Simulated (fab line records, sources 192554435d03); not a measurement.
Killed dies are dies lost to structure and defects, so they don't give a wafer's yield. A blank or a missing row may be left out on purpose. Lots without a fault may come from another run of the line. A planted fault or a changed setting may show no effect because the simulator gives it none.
One fault seen from 3 desks | flow n5_finfet | each desk has only its own numbers; what lay behind them comes last

THE METROLOGY DESK
What the gauges read, lot by lot, whatever tool the lot ran on: means of the sampled wafers that have a number. A lot is out of limits, marked OUT, if its mean lies more than 4 standard deviations from the usual mean; the brackets give that distance.
Columns: A = M9_OVL at N5_BEOL_M9_OVL_MEAS_12, usual 0.1 nm; B = cd_nm at N5_BEOL_M9_CD_MEAS_18, usual 70.0 nm
lot  | first seen here | A              | B
L910 | day 9 09:32     | -0.3           | 70.1
L911 | day 10 02:39    | -0.5           | 70.1
L913 | day 10 13:38    | -0.2           | 70.1
L915 | day 10 20:48    | -0.8           | 68.8
L916 | day 11 05:56    | 1.3            | 70.9
L918 | day 11 20:47    | -0.1           | 69.8
L925 | day 13 07:47    | -0.3           | 69.9
L923 | day 13 08:43    | 0.1            | 69.5
L924 | day 13 12:13    | 0.7            | 70.8
L926 | day 14 00:15    | -0.3           | 69.7
L927 | day 14 04:49    | -0.5           | 70.4
L932 | day 15 04:31    | 13.3 (+17) OUT | 69.5
This desk's finding: out of limits on L932; first on L932, day 15 04:31 (M9_OVL at N5_BEOL_M9_OVL_MEAS_12). In limits: L910, L911, L913, L915, L916, L918, L925, L923, L924, L926, L927.

THE DEFECT DESK
What the inspections along the route counted, lot by lot: means of the sampled wafers that have a number. A lot is out of limits, marked OUT, if its mean lies more than 4 standard deviations from the usual mean; the brackets give that distance.
Columns: A = raw_defect_count at N5_BEOL_M8_INSPECT_58, usual 78
lot  | first seen here | A
L910 | day 9 05:31     | 98
L911 | day 9 22:49     | 83
L913 | day 10 11:53    | 51
L915 | day 10 18:56    | 55
L916 | day 11 02:58    | 74
L918 | day 11 18:34    | 92
L925 | day 13 05:59    | 80
L923 | day 13 06:22    | 65
L924 | day 13 09:04    | 117
L926 | day 13 21:16    | 60
L927 | day 14 02:07    | 113
L932 | day 15 03:00    | 61
This desk's finding: nothing out of limits on any of the 12 lots.

THE TOOL OWNER'S DESK: arfi_scanner-02
The tool's own readings at N5_BEOL_M9_EXPOSE_08 (exposes mask M9): means of the sampled wafers that have a number, for each lot that ran on this tool. A lot is out of limits, marked OUT, if its mean lies more than 4 standard deviations from the usual mean; the brackets give that distance.
Columns: A = reticle_temp_C at N5_BEOL_M9_EXPOSE_08, usual 22.97 C
lot  | first seen here | A
L910 | day 9 09:23     | 22.96
L925 | day 13 07:38    | 23.00
L924 | day 13 12:04    | 22.98
L927 | day 14 04:40    | 22.90
L932 | day 15 04:21    | 22.96
This desk's finding: nothing out of limits on any of the 5 lots.

PUT TOGETHER
The metrology desk could have raised an alarm at day 15 04:31, on L932.
The defect desk saw nothing out of limits.
The tool owner's desk saw nothing out of limits.
The defect desk has L932 on record, within its limits.
The tool owner's desk has L932 on record, within its limits.
Of the lots named, all ran N5_BEOL_M9_EXPOSE_08 on arfi_scanner-02.

WHAT THE SIMULATOR HAD PUT IN
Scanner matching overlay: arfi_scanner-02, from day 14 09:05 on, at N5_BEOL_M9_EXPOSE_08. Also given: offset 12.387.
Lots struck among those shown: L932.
Hours from the fault's start to each desk's first reading out of limits: the metrology desk, 19.
